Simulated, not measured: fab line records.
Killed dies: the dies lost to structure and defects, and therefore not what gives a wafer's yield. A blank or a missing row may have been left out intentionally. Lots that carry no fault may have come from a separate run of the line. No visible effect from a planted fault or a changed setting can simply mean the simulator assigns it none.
Which tool was responsible?	flow n5Finfet	24 lots with 72 wafers sampled at 6 steps, on a route of 1938 steps

## WHAT THE GAUGES READ, wafer by wafer
No reading from a measuring or inspecting step in the record can be judged against a usual standard deviation.

## EACH LOT AND THE TOOL THAT RAN IT (in order: tool; ch and the chambers of the sampled wafers; start)
lot	N5_GATE_CUT_VAPOR_ETCH_48	N5_GATE_CUT_CMP_23	N5_MOL_CONTACT_COAG_ETCH_110	N5_MOL_CONTACT_COAG_ALD_20	N5_MOL_CONTACT_COAG_ANNEAL_113	N5_MOL_CONTACT_COAG_CMP_23
L074	rieMetal-03 ch 0, day 4 10:51	cmp-01 ch 1,2,3, day 4 13:18	rieDiel-05 ch 1,3, day 4 15:05	aldMetal-04 ch 0,1, day 4 15:50	rtpAnneal-01 ch 0, day 4 19:55	cmp-03 ch 0,1,2, day 4 22:25
L075	rieMetal-02 ch 0,1, day 4 21:22	cmp-02 ch 0,1, day 4 23:07	rieDiel-04 ch 0,1, day 5 00:51	aldMetal-04 ch 1,3, day 5 01:35	rtpAnneal-02 ch 0, day 5 03:14	cmp-04 ch 0,3, day 5 05:08
L076	rieMetal-02 ch 1, day 5 02:59	cmp-02 ch 0,1,2, day 5 04:55	rieDiel-05 ch 2,3, day 5 06:49	aldMetal-01 ch 0,1,3, day 5 08:29	rtpAnneal-02 ch 0, day 5 10:29	cmp-03 ch 0,1, day 5 12:06
L077	rieMetal-02 ch 0,1, day 5 08:46	cmp-03 ch 0,1,2, day 5 10:31	rieDiel-04 ch 0,1, day 5 12:22	aldMetal-04 ch 1,2,3, day 5 15:11	rtpAnneal-01 ch 0, day 5 17:21	cmp-04 ch 0,1,2, day 5 20:22
L078	rieMetal-01 ch 0,1, day 5 15:11	cmp-03 ch 0,3, day 5 16:56	rieDiel-05 ch 0,2, day 5 18:40	aldMetal-04 ch 0,1,2, day 5 19:53	rtpAnneal-02 ch 0, day 5 21:44	cmp-03 ch 1,2,3, day 5 23:09
L079	rieMetal-02 ch 0,1, day 5 18:52	cmp-01 ch 0,1,3, day 5 20:37	rieDiel-05 ch 0,1,2, day 5 22:23	aldMetal-01 ch 0,1,3, day 5 23:07	rtpAnneal-02 ch 0, day 6 00:38	cmp-04 ch 1,2,3, day 6 02:34
L080	rieMetal-03 ch 0,1, day 6 00:18	cmp-02 ch 0,1,2, day 6 02:08	rieDiel-04 ch 1,2, day 6 03:47	aldMetal-01 ch 0,2,3, day 6 04:33	rtpAnneal-01 ch 0, day 6 06:28	cmp-02 ch 1,2, day 6 08:07
L081	rieMetal-03 ch 0,1, day 6 08:34	cmp-01 ch 0,2,3, day 6 10:28	rieDiel-05 ch 0,1,2, day 6 12:14	aldMetal-04 ch 0,1, day 6 13:04	rtpAnneal-02 ch 0, day 6 15:47	cmp-03 ch 1,2, day 6 18:59
L082	rieMetal-01 ch 0,1, day 6 13:27	cmp-01 ch 0,3, day 6 15:12	rieDiel-04 ch 1,2,3, day 6 16:56	aldMetal-03 ch 0,1,2, day 6 18:16	rtpAnneal-02 ch 0, day 6 20:46	cmp-03 ch 2,3, day 6 23:15
L083	rieMetal-01 ch 0,1, day 6 19:42	cmp-02 ch 1,2,3, day 6 21:40	rieDiel-04 ch 2,3, day 6 23:29	aldMetal-04 ch 0,1,3, day 7 01:52	rtpAnneal-01 ch 0, day 7 04:17	cmp-02 ch 2,3, day 7 07:14
L084	rieMetal-01 ch 0,1, day 7 01:16	cmp-03 ch 1,2,3, day 7 03:24	rieDiel-05 ch 0,1,2, day 7 05:17	aldMetal-04 ch 0,1,3, day 7 06:57	rtpAnneal-02 ch 0, day 7 09:32	cmp-02 ch 0,1,2, day 7 12:10
L085	rieMetal-03 ch 0,1, day 7 08:20	cmp-01 ch 0,3, day 7 10:06	rieDiel-05 ch 0,3, day 7 11:58	aldMetal-04 ch 0,1,3, day 7 12:41	rtpAnneal-02 ch 0, day 7 14:29	cmp-04 ch 0,1,2, day 7 16:25
L086	rieMetal-02 ch 0,1, day 7 16:04	cmp-03 ch 1,2, day 7 17:51	rieDiel-04 ch 0,1,2, day 7 19:33	aldMetal-01 ch 0,1,2, day 7 20:20	rtpAnneal-02 ch 0, day 7 22:30	cmp-04 ch 2,3, day 8 01:52
L087	rieMetal-02 ch 0,1, day 7 18:43	cmp-02 ch 1,2,3, day 7 20:29	rieDiel-05 ch 0,1,3, day 7 22:20	aldMetal-04 ch 0,2,3, day 8 01:08	rtpAnneal-01 ch 0, day 8 03:02	cmp-02 ch 0,1,3, day 8 06:52
L088	rieMetal-03 ch 0,1, day 8 00:55	cmp-02 ch 0,1,3, day 8 02:47	rieDiel-06 ch 0,2,3, day 8 04:24	aldMetal-04 ch 0,1,3, day 8 06:30	rtpAnneal-01 ch 0, day 8 08:52	cmp-02 ch 0,1,3, day 8 09:59
L089	rieMetal-01 ch 0,1, day 8 06:14	cmp-03 ch 0,1,3, day 8 08:04	rieDiel-06 ch 0,1,2, day 8 09:56	aldMetal-03 ch 0,2, day 8 11:42	rtpAnneal-01 ch 0, day 8 15:17	cmp-02 ch 0,1,2, day 8 18:23
L090	rieMetal-01 ch 0,1, day 8 11:12	cmp-03 ch 0,3, day 8 12:58	rieDiel-05 ch 0,2, day 8 15:02	aldMetal-03 ch 1,2, day 8 15:46	rtpAnneal-02 ch 0, day 8 19:13	cmp-03 ch 0,2, day 8 21:20
L091	rieMetal-02 ch 0,1, day 8 18:02	cmp-02 ch 0,1, day 8 19:47	rieDiel-06 ch 0,1, day 8 21:32	aldMetal-01 ch 0,1,2, day 8 22:19	rtpAnneal-02 ch 0, day 9 01:49	cmp-03 ch 0,1,3, day 9 03:31
L092	rieMetal-03 ch 0,1, day 8 22:29	cmp-02 ch 0,2,3, day 9 00:38	rieDiel-06 ch 0,1,3, day 9 02:37	aldMetal-04 ch 0,1,2, day 9 04:47	rtpAnneal-01 ch 0, day 9 06:42	cmp-02 ch 1,2,3, day 9 09:25
L093	rieMetal-01 ch 0,1, day 9 09:32	cmp-03 ch 0,1,3, day 9 11:47	rieDiel-06 ch 0,2,3, day 9 13:46	aldMetal-04 ch 0,1,3, day 9 14:53	rtpAnneal-01 ch 0, day 9 16:41	cmp-03 ch 0,1,2, day 9 19:01
L094	rieMetal-01 ch 1, day 9 13:26	cmp-02 ch 0,1,3, day 9 15:19	rieDiel-06 ch 1,2, day 9 17:08	aldMetal-04 ch 0,2, day 9 18:05	rtpAnneal-01 ch 0, day 9 20:29	cmp-03 ch 0,2,3, day 9 23:17
L095	rieMetal-02 ch 0,1, day 9 19:14	cmp-03 ch 0,1,2, day 9 21:14	rieDiel-06 ch 0,1,3, day 9 23:28	aldMetal-03 ch 0,1,3, day 10 00:17	rtpAnneal-01 ch 0, day 10 01:56	cmp-03 ch 2,3, day 10 04:44
L096	rieMetal-01 ch 1, day 10 02:50	cmp-01 ch 0,3, day 10 04:41	rieDiel-06 ch 0,1, day 10 06:26	aldMetal-04 ch 0,1,2, day 10 07:46	rtpAnneal-02 ch 0, day 10 10:04	cmp-02 ch 1,3, day 10 11:56
L097	rieMetal-01 ch 0, day 10 05:47	cmp-01 ch 1,2,3, day 10 07:32	rieDiel-04 ch 1,3, day 10 09:26	aldMetal-04 ch 0,1, day 10 10:12	rtpAnneal-01 ch 0, day 10 12:37	cmp-03 ch 0,3, day 10 17:02
- N5_GATE_CUT_VAPOR_ETCH_48: etches TiN in BCl3/Cl2.
- N5_GATE_CUT_CMP_23: polishes, stops on SiO2, t overpolish 23.4 s, target thk 16 nm.
- N5_MOL_CONTACT_COAG_ETCH_110: etches Si in CF4/O2, target depth 2.5 nm, time 8 s.
- N5_MOL_CONTACT_COAG_ALD_20: deposits TiN, target thk 1.5 nm, pulse time 1 s, purge time 3 s.
- N5_MOL_CONTACT_COAG_ANNEAL_113: time 300 s.
- N5_MOL_CONTACT_COAG_CMP_23: polishes, stops on SiO2, t overpolish 1.5 s, target thk 0 nm.

## WHAT THE TOOLS THEMSELVES READ (means of the sampled wafers that have a number; where no wafer has one, the mark that the record gives instead)
N5_GATE_CUT_VAPOR_ETCH_48. Usual: drypumpMotorCurrentA 5.7 A, standard deviation 0.57; oesProductAu 0.78 a.u., standard deviation 0.11.
lot	tool	drypumpMotorCurrentA (A)	oesProductAu (a.u.)	flag
L074	rieMetal-03	5.8	0.69	
L075	rieMetal-02	6.2	0.74	
L076	rieMetal-02	5.5	0.96	
L077	rieMetal-02	6.2	0.74	
L078	rieMetal-01	5.5	0.81	
L079	rieMetal-02	5.9	0.83	
L080	rieMetal-03	5.1	0.86	
L081	rieMetal-03	5.5	0.77	
L082	rieMetal-01	5.9	0.78	
L083	rieMetal-01	5.5	0.80	
L084	rieMetal-01	5.5	0.79	
L085	rieMetal-03	5.5	0.76	
L086	rieMetal-02	6.2	0.72	
L087	rieMetal-02	6.2	0.72	
L088	rieMetal-03	5.5	0.75	
L089	rieMetal-01	5.9	0.77	
L090	rieMetal-01	5.5	0.79	
L091	rieMetal-02	5.9	0.81	
L092	rieMetal-03	5.2	0.83	
L093	rieMetal-01	5.5	0.78	
L094	rieMetal-01	6.2	0.74	
L095	rieMetal-02	5.9	0.80	
L096	rieMetal-01	6.2	0.74	
L097	rieMetal-01	5.2	0.80	

N5_GATE_CUT_CMP_23. Usual: motorCurrentA 9.6 A, standard deviation 0.97; overpolishRunS 23.399 s, standard deviation 0.0094; platenRpm 51.80 rpm, standard deviation 0.033; slurryFilterDpKPa 13.49 kPa, standard deviation 0.14; timeToEndpointS 18 s, standard deviation 3.
lot	tool	motorCurrentA (A)	overpolishRunS (s)	platenRpm (rpm)	slurryFilterDpKPa (kPa)	timeToEndpointS (s)	flag
L074	cmp-01	8.5	23.396	51.78	13.52	21	
L075	cmp-02	9.3	23.395	51.77	13.45	19	
L076	cmp-02	9.6	23.404	51.82	13.47	19	
L077	cmp-03	9.8	23.400	51.81	13.48	16	
L078	cmp-03	10.1	23.390	51.77	13.52	21	
L079	cmp-01	9.5	23.401	51.79	13.50	18	
L080	cmp-02	9.8	23.397	51.81	13.53	18	
L081	cmp-01	9.1	23.399	51.80	13.66	18	
L082	cmp-01	10.3	23.400	51.84	13.51	17	
L083	cmp-02	9.4	23.399	51.80	13.52	17	
L084	cmp-03	10.5	23.390	51.78	13.60	18	
L085	cmp-01	9.3	23.400	51.77	13.52	20	
L086	cmp-03	10.5	23.397	51.80	13.44	17	
L087	cmp-02	9.3	23.400	51.78	13.56	18	
L088	cmp-02	9.2	23.403	51.80	13.34	19	
L089	cmp-03	9.9	23.407	51.81	13.46	19	
L090	cmp-03	9.4	23.404	51.79	13.70	16	
L091	cmp-02	9.4	23.404	51.82	13.56	21	
L092	cmp-02	9.3	23.405	51.82	13.33	19	
L093	cmp-03	10.1	23.398	51.80	13.44	21	
L094	cmp-02	9.2	23.406	51.76	13.43	18	
L095	cmp-03	10.0	23.401	51.81	13.57	19	
L096	cmp-01	9.2	23.397	51.79	13.62	18	
L097	cmp-01	8.4	23.396	51.77	13.37	21	

N5_MOL_CONTACT_COAG_ETCH_110. Usual: O2_flow_sccm 9.996 sccm, standard deviation 0.026; drypumpMotorCurrentA 5.7 A, standard deviation 0.47; oesProductAu 0.75 a.u., standard deviation 0.081; rfVppV 128 V, standard deviation 6.5; showerheadPlenumPTorr 2.27 Torr, standard deviation 0.062; throttleValvePct 10.86 %, standard deviation 0.27.
lot	tool	O2_flow_sccm (sccm)	drypumpMotorCurrentA (A)	oesProductAu (a.u.)	rfVppV (V)	showerheadPlenumPTorr (Torr)	throttleValvePct (%)	flag
L074	rieDiel-05	9.983	5.3	0.71	127	2.24	11.05	
L075	rieDiel-04	9.981	5.6	0.71	123	2.22	11.02	
L076	rieDiel-05	9.982	6.1	0.80	117	2.28	10.73	
L077	rieDiel-04	10.002	5.4	0.71	124	2.25	11.08	
L078	rieDiel-05	9.992	6.3	0.83	122	2.34	10.64	
L079	rieDiel-05	9.987	5.9	0.78	127	2.32	10.82	
L080	rieDiel-04	9.999	4.9	0.69	129	2.29	11.12	
L081	rieDiel-05	10.009	5.9	0.78	126	2.32	10.84	
L082	rieDiel-04	10.006	5.1	0.69	127	2.25	11.12	
L083	rieDiel-04	10.001	5.0	0.68	130	2.25	11.13	
L084	rieDiel-05	9.973	5.8	0.78	126	2.32	10.85	
L085	rieDiel-05	10.015	5.8	0.90	122	2.34	10.49	
L086	rieDiel-04	9.978	5.3	0.78	127	2.25	10.89	
L087	rieDiel-05	9.985	5.6	0.80	126	2.32	10.77	
L088	rieDiel-06	9.992	5.9	0.77	133	2.25	10.71	
L089	rieDiel-06	10.008	6.0	0.74	133	2.25	10.70	
L090	rieDiel-05	9.980	6.2	0.78	126	2.32	10.75	
L091	rieDiel-06	10.002	6.0	0.69	136	2.22	10.87	
L092	rieDiel-06	10.020	5.9	0.72	135	2.22	10.89	
L093	rieDiel-06	10.007	5.9	0.75	133	2.25	10.74	
L094	rieDiel-06	10.005	6.1	0.73	129	2.26	10.66	
L095	rieDiel-06	9.960	5.9	0.71	135	2.22	10.91	
L096	rieDiel-06	9.983	6.0	0.68	135	2.22	10.90	
L097	rieDiel-04	10.009	5.3	0.84	127	2.21	10.68	

N5_MOL_CONTACT_COAG_ALD_20. Usual: heaterPowerW 844 W, standard deviation 100; precursorPulseHeightRel 1.001, standard deviation 0.021; susceptorTempC 399.96 C, standard deviation 0.22.
lot	tool	heaterPowerW (W)	precursorPulseHeightRel	susceptorTempC (C)	flag
L074	aldMetal-04	885	1.006	399.90	
L075	aldMetal-04	935	0.985	399.98	
L076	aldMetal-01	886	1.004	400.16	
L077	aldMetal-04	856	1.007	399.94	
L078	aldMetal-04	803	1.013	399.79	
L079	aldMetal-01	894	0.961	399.92	
L080	aldMetal-01	850	1.006	400.03	
L081	aldMetal-04	790	1.003	400.21	
L082	aldMetal-03	919	1.010	399.89	
L083	aldMetal-04	853	0.992	400.04	
L084	aldMetal-04	833	1.016	400.21	
L085	aldMetal-04	839	0.996	399.78	
L086	aldMetal-01	911	1.002	399.92	
L087	aldMetal-04	760	1.021	399.93	
L088	aldMetal-04	844	1.015	400.10	
L089	aldMetal-03	903	0.990	400.04	
L090	aldMetal-03	917	1.009	399.83	
L091	aldMetal-01	903	0.999	400.17	
L092	aldMetal-04	809	0.978	399.96	
L093	aldMetal-04	846	1.011	400.01	
L094	aldMetal-04	707	1.005	399.82	
L095	aldMetal-03	916	1.012	399.76	
L096	aldMetal-04	806	1.011	399.93	
L097	aldMetal-04	777	1.005	400.03	

N5_MOL_CONTACT_COAG_ANNEAL_113. Usual: lampPowerPct 2.73 %, standard deviation 0.17; wafer_temp_C_max 401.8, standard deviation 0.4.
lot	tool	lampPowerPct (%)	wafer_temp_C_max	flag
L074	rtpAnneal-01	2.56	401.7	
L075	rtpAnneal-02	2.91	402.1	
L076	rtpAnneal-02	2.90	401.9	
L077	rtpAnneal-01	2.56	401.9	
L078	rtpAnneal-02	2.91	402.1	
L079	rtpAnneal-02	2.91	401.8	
L080	rtpAnneal-01	2.56	401.5	
L081	rtpAnneal-02	2.90	402.0	
L082	rtpAnneal-02	2.91	401.7	
L083	rtpAnneal-01	2.56	401.7	
L084	rtpAnneal-02	2.91	401.9	
L085	rtpAnneal-02	2.90	401.9	
L086	rtpAnneal-02	2.91	401.7	
L087	rtpAnneal-01	2.56	401.7	
L088	rtpAnneal-01	2.56	401.7	
L089	rtpAnneal-01	2.56	401.8	
L090	rtpAnneal-02	2.91	402.1	
L091	rtpAnneal-02	2.91	401.9	
L092	rtpAnneal-01	2.56	402.1	
L093	rtpAnneal-01	2.56	402.1	
L094	rtpAnneal-01	2.56	401.2	
L095	rtpAnneal-01	2.56	401.9	
L096	rtpAnneal-02	2.91	401.8	
L097	rtpAnneal-01	2.56	401.9	

N5_MOL_CONTACT_COAG_CMP_23. Usual: motorCurrentA 8.6 A, standard deviation 0.72; overpolishRunS 1.499 s, standard deviation 0.0086; platenRpm 50.29 rpm, standard deviation 0.033; slurryFilterDpKPa 13.49 kPa, standard deviation 0.14; timeToEndpointS 9 s, standard deviation 3.1.
lot	tool	motorCurrentA (A)	overpolishRunS (s)	platenRpm (rpm)	slurryFilterDpKPa (kPa)	timeToEndpointS (s)	flag
L074	cmp-03	8.7	1.490	50.31	13.43	6	
L075	cmp-04	8.3	1.509	50.26	13.43	10	
L076	cmp-03	9.0	1.501	50.26	13.60	6	
L077	cmp-04	8.1	1.502	50.30	13.48	10	
L078	cmp-03	9.3	1.505	50.30	13.42	11	
L079	cmp-04	8.1	1.497	50.29	13.39	12	
L080	cmp-02	8.7	1.495	50.30	13.53	13	
L081	cmp-03	9.1	1.496	50.30	13.58	10	
L082	cmp-03	9.3	1.501	50.27	13.48	8	
L083	cmp-02	8.1	1.498	50.29	13.42	7	
L084	cmp-02	8.6	1.508	50.28	13.47	9	
L085	cmp-04	8.3	1.506	50.29	13.55	13	
L086	cmp-04	8.1	1.507	50.28	13.45	12	
L087	cmp-02	8.4	1.498	50.29	13.40	11	
L088	cmp-02	8.1	1.499	50.29	13.54	10	
L089	cmp-02	8.9	1.505	50.27	13.49	9	
L090	cmp-03	8.9	1.494	50.29	13.44	6	
L091	cmp-03	9.0	1.496	50.26	13.46	12	
L092	cmp-02	8.2	1.497	50.29	13.60	8	
L093	cmp-03	8.7	1.498	50.27	13.37	5	
L094	cmp-03	9.0	1.503	50.27	13.50	7	
L095	cmp-03	9.2	1.507	50.30	13.46	8	
L096	cmp-02	8.0	1.500	50.26	13.51	10	
L097	cmp-03	9.1	1.497	50.28	13.65	10	

## THE ANSWER, worked out from the rows above alone
Rule: take the mean of a lot's wafers that have a number; if it is more than 3 standard deviations from the usual mean, the lot is off. A lot without any number at a reading at which 4 lots or more have one is off too. Where the step has rows for the other lots, those lots are counted as sound. The gauges are gone through in route order, then the tools' own readings, and for those a lot's mean is taken as printed above. At the first step where some lot is off, the reading lying furthest off is the one used; lots without a number count as furthest.
No lot is off at any reading shown: from this, nothing can be told.

## WHAT THE SIMULATOR HAD INSERTED
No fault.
